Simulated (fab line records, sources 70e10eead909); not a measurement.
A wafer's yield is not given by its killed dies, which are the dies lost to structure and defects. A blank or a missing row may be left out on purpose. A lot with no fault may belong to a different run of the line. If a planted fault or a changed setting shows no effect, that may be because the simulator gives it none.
fab line records	flow nand_harc
record: lots: 13	wafers: 39	last_day: 33
route steps=1302 shown P_ZERO_WELL@16 P_STI@91 END@1302
lots that met no fault: from a run of the same line without faults
start_h: start of the lot's first displayed wafer, in hours after the record's first day	wait_h: time in hours since the lot's previous step	" identical to the entry in the row above	L1.1+2: several wafers, shown together as one row	- value missing, or start not given	* or withheld: withheld	< > ~ a bound
route shown NAME@n: names a module that has steps shown in the file, with the first one's number in the route	usual: mean/standard deviation taken from wafers without a fault	same: alike in all rows	chamber/n: place in a boat	sites: each site's reading	_std_site: the standard deviation of these	_edge_site: the outer-site mean with the inner-site mean subtracted	radius_mm: for every site, how far away it sits from the centre of the wafer	mask NAME#n: copy n	behind: tool/chamber where the wafer was last shaped	hold: why the lot was held/for how many hours/how that ended	device: the n, p or np transistor that did not switch	end of line: at the end of the route, the tests of the same wafers	step lacking rows: just its recipe	killed: not the wafer's yield, but the dies lost to structure and defects at the first sort	map: a wafer's dies, marking killed ones x, the rest . and places with no die _
set.NAME: the setting that was run; set.NAME@STEP: the one run at that earlier step	model.NAME: the simulator's own value behind a step, which no gauge read
a sample of lots followed through the steps of the route, with each step as a table and each wafer as a row
services: when a tool's chamber went out of use (start_h, in hours from the record's first day, below 0 if earlier), for how many hours, and the reason
== steps ==
step: NHARC_P_ZERO_WELL_DESCUM_13
recipe: time_s: 3	o2_flow_sccm: 200	ar_flow_sccm: 0	bias_power_w: 0	chemistry: O2
usual: drypump_motor_current_A: 5.8/0.53	oes_product_au: 1.003/0.0096	rf_vpp_V: 57.6/0.89	showerhead_plenum_p_Torr: 1.89/0.082	throttle_valve_pct: 11.311/0.0092
lot.wafer	tool	chamber	start_h	wait_h	drypump_motor_current_A	oes_product_au	rf_hours_counter_h	rf_vpp_V	showerhead_plenum_p_Torr	throttle_valve_pct
L358.2	rie_diel-03	3	21.59	-	5.4	1.008	29	56.9	1.86	11.296
L358.5	"	3	"	"	5.4	1.013	-	56.7	1.86	11.308
L358.6	"	0	"	"	6.2	1.011	-	59.0	1.88	11.301
L359.2	rie_diel-03	0	31.28	-	6.3	1.006	26	57.8	1.88	11.311
L359.1	"	3	"	"	5.4	0.996	31	56.7	1.86	11.317
L359.5	"	0	"	"	6.3	1.007	-	56.8	1.88	11.316
L361.4	rie_diel-07	2	51.28	-	6.0	1.013	32	57.1	1.84	11.312
L361.5	"	2	"	"	6.0	1.003	-	58.1	1.84	11.310
L361.6	"	3	"	"	6.3	1.021	-	57.2	2.02	11.308
L363.2	rie_diel-03	2	71.28	-	5.2	1.011	40	59.6	2.03	11.303
L363.3	"	3	"	"	5.4	1.008	46	57.3	1.86	11.312
L363.6	"	0	"	"	6.3	1.008	-	57.2	1.87	11.327
L365.1	rie_diel-03	3	91.27	-	5.4	1.001	57	58.1	1.86	11.307
L365.3	"	0	"	"	6.3	1.009	53	58.4	1.87	11.310
L365.5	"	3	"	"	5.4	1.011	-	58.0	1.86	11.309
L373.3	rie_diel-10	0	171.40	-	5.5	0.999	34	58.2	1.95	11.298
L373.4	"	1	"	"	6.4	0.993	29	58.3	1.85	11.325
L373.2	"	2	"	"	6.2	0.987	30	57.4	1.78	11.311
L374.4	rie_diel-03	2	181.28	-	5.2	0.991	21	57.2	2.02	11.313
L374.3	"	3	"	"	5.4	1.010	21	57.0	1.85	11.308
L374.5	"	2	"	"	5.2	0.992	-	58.3	2.02	11.310
L375.2	rie_diel-07	1	191.39	-	6.1	1.010	18	58.3	1.98	11.328
L375.6	"	1	"	"	6.1	1.020	-	58.1	1.98	11.323
L375.5	"	2	"	"	6.0	1.002	-	58.2	1.82	11.303
L376.1	rie_diel-07	3	201.41	-	6.3	0.997	22	58.3	2.00	11.310
L376.4	"	0	"	"	5.6	1.010	9	58.2	1.82	11.306
L376.5	"	2	"	"	6.0	1.011	-	56.4	1.82	11.320
L377.1	rie_diel-10	3	211.39	-	4.6	1.025	45	58.9	1.95	11.310
L377.5	"	3	"	"	4.6	1.010	-	58.2	1.95	11.327
L377.6	"	0	"	"	5.5	0.999	-	57.1	1.94	11.287
L378.2	rie_diel-10	0	221.41	-	5.6	1.006	50	59.0	1.94	11.321
L378.3	"	2	"	"	6.1	0.989	51	56.8	1.78	11.298
L378.5	"	3	"	"	4.6	1.003	-	57.8	1.95	11.319
L380.1	rie_diel-03	1	241.35	-	6.2	0.992	40	56.7	1.78	11.305
L380.3	"	2	"	"	5.2	1.001	40	57.4	2.01	11.329
L380.5	"	0	"	"	6.3	0.996	-	58.3	1.86	11.321
L381.2	rie_diel-03	3	251.91	-	5.4	1.003	42	56.7	1.84	11.317
L381.6	"	3	"	"	5.4	1.006	-	56.9	1.84	11.295
L381.4	"	0	"	"	6.2	1.001	-	59.1	1.86	11.323
step: NHARC_P_ZERO_WELL_CD_MEAS_24
recipe: target_cd_nm: 720	landing_energy_ev: 500
usual: cd_nm: 719.7/1.6
lot.wafer	tool	chamber	start_h	wait_h	cd_nm
L358.2	cd_sem-01	0	22.81	-	720.5
L358.5	"	0	"	"	719.2
L358.6	"	0	"	"	721.3
L359.1	cd_sem-03	0	32.34	-	720.0
L359.2	"	0	"	"	719.3
L359.5	"	0	"	"	720.1
L361.4	cd_sem-01	0	52.35	-	719.4
L361.5	"	0	"	"	720.4
L361.6	"	0	"	"	721.9
L363.2	cd_sem-03	0	72.33	-	718.9
L363.3	"	0	"	"	720.3
L363.6	"	0	"	"	718.0
L365.1	cd_sem-03	0	92.66	-	721.1
L365.3	"	0	"	"	716.4
L365.5	"	0	"	"	717.5
L373.2	cd_sem-01	0	172.58	-	719.3
L373.3	"	0	"	"	719.8
L373.4	"	0	"	"	717.7
L374.3	cd_sem-01	0	182.89	-	719.7
L374.4	"	0	"	"	718.9
L374.5	"	0	"	"	718.1
L375.2	cd_sem-02	0	192.45	-	719.4
L375.5	"	0	"	"	720.5
L375.6	"	0	"	"	719.1
L376.1	cd_sem-02	0	202.49	-	719.1
L376.4	"	0	"	"	719.6
L376.5	"	0	"	"	718.7
L377.1	cd_sem-03	0	212.45	-	720.7
L377.5	"	0	"	"	718.6
L377.6	"	0	"	"	719.0
L378.2	cd_sem-03	0	222.60	-	719.5
L378.3	"	0	"	"	717.6
L378.5	"	0	"	"	721.5
L380.1	cd_sem-01	0	242.46	-	718.6
L380.3	"	0	"	"	718.1
L380.5	"	0	"	"	718.0
L381.2	cd_sem-01	0	253.57	-	723.5
L381.4	"	0	"	"	718.6
L381.6	"	0	"	"	720.8
step: NHARC_P_ZERO_WELL_STRIP_56
recipe: time_s: 840	temp_c: 130	chemistry: SPM
usual: run_length_s: 843.3/0.94
lot.wafer	tool	chamber	start_h	wait_h	run_length_s
L358.2	wet_bench-07	4	26.82	0.2	843.2
L358.6	"	6	"	"	844.0
L358.5	"	7	"	"	844.6
L359.5	wet_bench-07	6	36.27	0.1	842.9
L359.1	"	7	"	"	844.3
L359.2	"	0	"	"	843.1
L361.6	wet_bench-07	0	56.46	0.0	842.7
L361.4	"	2	"	"	842.1
L361.5	"	3	"	"	844.5
L363.2	wet_bench-07	3	76.25	0.2	177.5
L363.6	"	4	"	"	176.0
L363.3	"	5	"	"	177.1
L365.5	wet_bench-07	2	96.66	0.1	175.9
L365.3	"	4	"	"	176.6
L365.1	"	6	"	"	175.6
L373.2	wet_bench-05	4	176.58	0.2	842.7
L373.3	"	7	"	"	843.9
L373.4	"	1	"	"	842.4
L374.5	wet_bench-07	3	186.89	0.1	843.6
L374.3	"	5	"	"	845.3
L374.4	"	7	"	"	844.3
L375.5	wet_bench-05	6	196.43	0.1	843.5
L375.2	"	2	"	"	842.1
L375.6	"	3	"	"	843.6
L376.4	wet_bench-07	3	206.20	0.1	842.9
L376.5	"	5	"	"	844.1
L376.1	"	6	"	"	843.9
L377.5	wet_bench-05	6	216.31	0.1	843.3
L377.1	"	7	"	"	843.6
L377.6	"	0	"	"	844.1
L378.3	wet_bench-03	6	230.48	0.1	845.4
L378.2	"	2	"	"	844.5
L378.5	"	3	"	"	842.8
L380.5	wet_bench-07	3	246.50	0.1	843.3
L380.3	"	4	"	"	843.6
L380.1	"	6	"	"	842.4
L381.2	wet_bench-03	1	257.49	0.2	841.9
L381.6	"	2	"	"	845.1
L381.4	"	3	"	"	843.9
step: NHARC_P_STI_CD_MEAS_16
usual: cd_nm: 200.3/2.2
lot.wafer	tool	chamber	start_h	wait_h	cd_nm
L358.2	cd_sem-03	-	50.91	-	201.6
L358.5	"	-	"	"	202.7
L358.6	"	-	"	"	200.9
L359.1	cd_sem-02	-	59.40	-	195.9
L359.2	"	-	"	"	200.5
L359.5	"	-	"	"	202.6
L361.4	cd_sem-02	-	76.35	-	198.6
L361.5	"	-	"	"	198.1
L361.6	"	-	"	"	202.5
L363.2	cd_sem-03	-	94.61	-	200.5
L363.3	"	-	"	"	197.3
L363.6	"	-	"	"	198.6
L365.1	cd_sem-02	-	118.93	-	201.8
L365.3	"	-	"	"	201.2
L365.5	"	-	"	"	201.4
L373.2	cd_sem-03	-	192.85	-	199.5
L373.3	"	-	"	"	201.5
L373.4	"	-	"	"	198.5
L374.3	cd_sem-01	-	204.90	-	202.7
L374.4	"	-	"	"	199.4
L374.5	"	-	"	"	201.1
L375.2	cd_sem-02	-	216.29	-	204.5
L375.5	"	-	"	"	202.3
L375.6	"	-	"	"	202.4
L376.1	cd_sem-01	-	223.97	-	200.6
L376.4	"	-	"	"	199.3
L376.5	"	-	"	"	198.6
L377.1	cd_sem-03	-	237.33	-	200.0
L377.5	"	-	"	"	199.1
L377.6	"	-	"	"	198.9
L378.2	cd_sem-03	-	248.09	-	203.4
L378.3	"	-	"	"	199.6
L378.5	"	-	"	"	201.5
L380.1	cd_sem-03	-	264.70	-	197.7
L380.3	"	-	"	"	200.5
L380.5	"	-	"	"	198.1
L381.2	cd_sem-03	-	273.66	-	200.5
L381.4	"	-	"	"	199.2
L381.6	"	-	"	"	201.3
step: NHARC_END_SORT_01
recipe: temp_c: 25
usual: killed_at_array: 59/20	killed_at_other: 0.8/1	killed_at_periphery: 3.2/2.1	killed_dies: 63/21	killed_open: 3.0/1.9	killed_short: 2.3/1.5
same: gross_dies: 677
lot.wafer	tool	chamber	start_h	wait_h	killed_at_array	killed_at_other	killed_at_periphery	killed_dies	killed_open	killed_short
L374.3	prober-01	0	718.63	3.1	91	1	5	97	4	2
L374.4	prober-01	0	719.43	3.4	80	0	8	88	2	1
L374.5	prober-01	0	720.22	3.7	71	0	6	77	1	3
killed by level:class
L374.3 A_SLIT:chamber_film_flake=31 A_CHANNEL_HOLE_D2:chamber_film_flake=25 A_CHANNEL_HOLE_D1:chamber_film_flake=24 A_CONTACT:chamber_film_flake=5 A_ONON_D2:geometric_particle:open=2 P_STI:chamber_film_flake=2 P_CONTACT:chamber_film_flake=2 A_CHANNEL_FILL_D2:geometric_particle:open=1
L374.4 A_SLIT:chamber_film_flake=34 A_CHANNEL_HOLE_D2:chamber_film_flake=20 A_CHANNEL_HOLE_D1:chamber_film_flake=15 A_CONTACT:chamber_film_flake=5 P_STI:chamber_film_flake=3 A_CHANNEL_FILL_D1:chamber_film_flake=3 P_CONTACT:chamber_film_flake=2 P_M0:geometric_particle:open=1
L374.5 A_SLIT:chamber_film_flake=28 A_CHANNEL_HOLE_D1:chamber_film_flake=24 A_CHANNEL_HOLE_D2:chamber_film_flake=9 P_CONTACT:chamber_film_flake=4 A_CONTACT:chamber_film_flake=3 A_WL_FILL:chamber_film_flake=2 P_CONTACT:geometric_particle:open=1 A_SOURCE_PLATE:geometric_particle:short=1
== services ==
tool	chamber	start_h	hours	kind
rie_diel-03	1	0.61	8.2	repair
wet_bench-05	-	0.88	4.5	repair
rie_diel-10	1	10.58	9.2	repair
rie_diel-03	1	15.59	6.3	repair
rie_diel-07	-	23.61	0.5	repair
rie_diel-10	3	35.87	16.2	repair
rie_diel-03	2	42.36	9.5	repair
rie_diel-07	2	62.27	5.1	repair
rie_diel-10	-	67.12	9.0	pm
wet_bench-05	-	84.80	8.0	pm
rie_diel-03	2	89.74	2.0	repair
wet_bench-05	-	97.72	11.7	repair
rie_diel-03	1	100.46	4.5	repair
rie_diel-10	-	101.29	1.2	repair
rie_diel-10	-	106.46	0.3	repair
rie_diel-03	-	107.60	9.0	pm
rie_diel-10	3	111.46	8.3	repair
rie_diel-10	-	115.42	0.7	repair
rie_diel-07	0	117.13	9.4	repair
rie_diel-07	-	117.60	9.0	pm
rie_diel-07	0	149.12	37.4	repair
wet_bench-07	-	160.05	8.0	pm
rie_diel-03	1	173.72	6.8	repair
rie_diel-03	2	249.87	12.2	repair
== key ==
first_sign: step: NHARC_P_ZERO_WELL_STRIP_56	reading: run_length_s	direction: down	sigmas: 99+	usual: *	struck: *
effect none on later readings
met_at NHARC_P_ZERO_WELL_STRIP_56
struck_lots L363,L365
tester_left_out L363,L365
not_acting_at NHARC_P_ZERO_WELL_DESCUM_13,NHARC_P_ZERO_WELL_CD_MEAS_24,NHARC_P_STI_CD_MEAS_16
onset_between 56.46 76.25
fault: kind: process_parameter_drift	tool: wet_bench-07	chamber: -	onset_h: 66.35	steps: NHARC_P_ZERO_WELL_STRIP_56	channel: time_s	offset: *	shape: step	end_h: 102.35	acts_in: *	stated: *
tester_left_out: of these lots the tester's yield and bins aren't shown, on N5 and GAA mostly nor the transistor test; their killed dies are dies lost to structure and defects alone, not to doping, threshold or leakage, so they don't give the yield
